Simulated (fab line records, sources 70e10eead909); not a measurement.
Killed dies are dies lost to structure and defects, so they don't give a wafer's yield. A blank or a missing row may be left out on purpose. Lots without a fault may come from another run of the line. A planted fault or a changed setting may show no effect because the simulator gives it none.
Chamber matching | flow nand_harc | NHARC_A_STAIRCASE_ETCH_444 on rie_diel-05: 4 sister chambers
The step etches the open film in C4F8/O2, target depth 10200 nm, time 3400 s. 4 wafers are shown with their chamber, then 8 later ones without.

WAFERS WITH THEIR CHAMBER
wafer  | chamber | rf_vpp_V (V)
L086.3 | 1       | 810
L086.5 | 0       | 802
L089.5 | 3       | 801
L092.1 | 2       | 807

WAFERS WITHOUT THEIR CHAMBER
wafer  | rf_vpp_V (V)
L092.5 | 808
L092.6 | 809
L096.1 | 800
L096.2 | 809
L096.3 | 801
L097.2 | 808
L097.3 | 800
L097.6 | 801

WHICH CHAMBER EACH WENT THROUGH
wafer  | from the rows above     | in truth
L092.5 | can't be placed: 2 or 1 | 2
L092.6 | can't be placed: 1 or 2 | 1
L096.1 | can't be placed: 3 or 0 | 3
L096.2 | can't be placed: 1 or 2 | 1
L096.3 | can't be placed: 3 or 0 | 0
L097.2 | can't be placed: 2 or 1 | 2
L097.3 | can't be placed: 3 or 0 | 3
L097.6 | can't be placed: 3 or 0 | 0
Placed correctly: 0 of 8. Can't be placed from these rows: 8 (the true chamber is among the candidates in 8). Placed wrongly: 0.
How it was worked out, from the rows above alone: a wafer's distance from a chamber is the root of the sum, over the readings, of the square of ((its reading less the chamber's mean) divided by the reading's scatter). The wafer belongs to the nearest chamber; if the next one is less than 2 further off, it can't be placed. A chamber's mean is the mean of its shown wafers. The scatter: with one shown wafer a chamber, the root of the mean of the squares of how far each hidden wafer lies from its nearest shown one.
